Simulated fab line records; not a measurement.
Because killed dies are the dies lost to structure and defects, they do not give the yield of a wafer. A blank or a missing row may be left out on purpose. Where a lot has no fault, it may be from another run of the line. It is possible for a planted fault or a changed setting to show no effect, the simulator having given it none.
A lot that was struck, set against a sound lot ; flow n5-finfet ; 15 out of 1938 route steps
Sound: wafers L873.2, L873.3, L873.4. Struck: wafer L879.4. (L879.3, L879.6 of the same lot were not struck and are left out.) The cause comes at the end.
At each step with rows: each side's tool, then ch and its chambers, then its first start. Under that, the readings that differ: sound wafers ; struck wafers ; difference of the means ; sigmas: that difference in standard deviations of wafers without a fault.
alike: readings whose means differ by less than 2 such deviations, and words and numbers that are the same on both sides. not compared: withheld readings, readings that some wafer has no value for, bounds like >300 that may hide the same value, and numbers for which the record gives no deviation and whose values overlap.
The two part at a step that has a row with sigmas, a row that says differs or no value, or rows on one side only. Non-overlapping numbers with no deviation appear without sigmas and do not part them. A reading missing from all wafers of one side parts the sides only when that side holds two or more wafers.

first, 4 steps without rows for these wafers: N5_BEOL_M10_SOFTBAKE_06 (time 60 s); N5_BEOL_M10_EXPOSE_08 (exposes mask M10); N5_BEOL_M10_PEB_09 (peb time 60 s); N5_BEOL_M10_DEVELOP_10 (develop time 30 s).
N5_BEOL_M10_CD_MEAS_11: the cd target is 64.1 nm.
  sound on cd-sem-03 ch 0, day 12 09:03; struck on cd-sem-03 ch 0, day 13 08:38
  alike: cd-nm
N5_BEOL_M10_OVL_MEAS_12:
  sound on overlay-02 ch 0, day 12 09:05; struck on overlay-01 ch 0, day 13 08:43
  alike: M10_OVL
N5_BEOL_M10_INSPECT_13: inspects for defects (brightfield).
  struck on defect-inspect-02, day 13 08:44; sound on defect-inspect-02, day 12 09:07
  alike: raw-defect-count
N5_BEOL_M10_DESCUM_16: chemistry O2, time 7.9 s.
  sound on rie-diel-05 ch 1,2,3, day 12 09:44; struck on rie-diel-05 ch 1, day 13 09:20
  alike: bias-power-w, drypump-motor-current-A, oes-product-au, rf-vpp-V, showerhead-plenum-p-Torr, throttle-valve-pct
  not compared: rf-hours-counter-h
N5_BEOL_M10_ETCH_61: etches SiARC in CF4, target depth 39 nm, time 65 s.
  sound on rie-diel-05 ch 1,2,3, day 12 09:47; struck on rie-diel-05 ch 1, day 13 09:24
reading;sound;struck;difference;sigmas
rf-vpp-V (V);182.9 184.6 184.4;186.2;+2.2;+2
  alike: bias-w, drypump-motor-current-A, etch-rf-on-time-s, mfc-ar-sccm, oes-product-au, showerhead-plenum-p-Torr, throttle-valve-pct
  not compared: rf-hours-counter-h
N5_BEOL_M10_ETCH_62: etches SOC in N2/H2, target depth 110 nm, overetch 22 nm, time 165 s.
  sound on rie-diel-05 ch 1,2,3, day 12 09:50; struck on rie-diel-05 ch 1, day 13 09:31
  alike: bias-w, drypump-motor-current-A, oes-product-au, rf-vpp-V, showerhead-plenum-p-Torr, throttle-valve-pct
  not compared: rf-hours-counter-h
then, 1 step without rows for these wafers: N5_BEOL_M10_STRIP_68 (strips in N2/H2).
N5_BEOL_M10_STRIP_67: strips in CF4.
  sound on rie-diel-05 ch 1,2,3, day 12 09:59; struck on rie-diel-05 ch 1, day 13 09:41
  alike: bias-power-w, drypump-motor-current-A, oes-product-au, rf-vpp-V, showerhead-plenum-p-Torr, throttle-valve-pct
  not compared: rf-hours-counter-h
N5_BEOL_M10_HM_OPEN_17: chemistry Cl2/BCl3, target TiN, target depth 20 nm, overetch 6 nm.
  sound on rie-metal-01 ch 0,1, day 12 10:01; struck on rie-metal-03 ch 0, day 13 09:45
reading;sound;struck;difference;sigmas
model.SOC_of_BEOL_M10_COAT_59.thk-nm (nm);92.4 92.2 92;94.2;+2.0;
  alike: bias-w, drypump-motor-current-A, mfc-ar-sccm, oes-product-au, throttle-valve-pct
  not compared: rf-hours-counter-h
N5_BEOL_M10_STRIP_19: strips in O2.
  sound on rie-diel-04 ch 0,1,2, day 12 10:11; struck on rie-diel-04 ch 0, day 13 09:53
reading;sound;struck;difference;sigmas
rf-vpp-V (V);4.9 4.0 5.2;2.8;-1.9;-4
  alike: drypump-motor-current-A, oes-product-au, showerhead-plenum-p-Torr, throttle-valve-pct
  not compared: rf-hours-counter-h
-- the record jumps here: 2 days lie between the struck wafers' starts before and after (it left off in module BEOL_M10 and takes up again in module PASSIVATION, whose first step shown is number 1936 of the route) --
N5_PASSIVATION_PROBE_49:
  struck on prober-01, day 15 14:29; sound on prober-01, day 14 23:14
reading;sound;struck;difference;sigmas
killed-at-other;9 7 4;0;-7;-2
  alike: defect-limited-yield, killed_at_M0_to_M3, killed_at_M4_up, killed-at-contacts, killed-at-front-end, killed-dies, killed-open, killed-short, sort_bin_4_leakage, sort_bin_5_function, sort_bin_6_memory, sort_bin_8_speed, sort-n-pass, sort-yield-pct

== WHERE THEY PART ==
First at N5_BEOL_M10_ETCH_61; last, within this record, at N5_PASSIVATION_PROBE_49.

WHY: the cause the simulator had injected
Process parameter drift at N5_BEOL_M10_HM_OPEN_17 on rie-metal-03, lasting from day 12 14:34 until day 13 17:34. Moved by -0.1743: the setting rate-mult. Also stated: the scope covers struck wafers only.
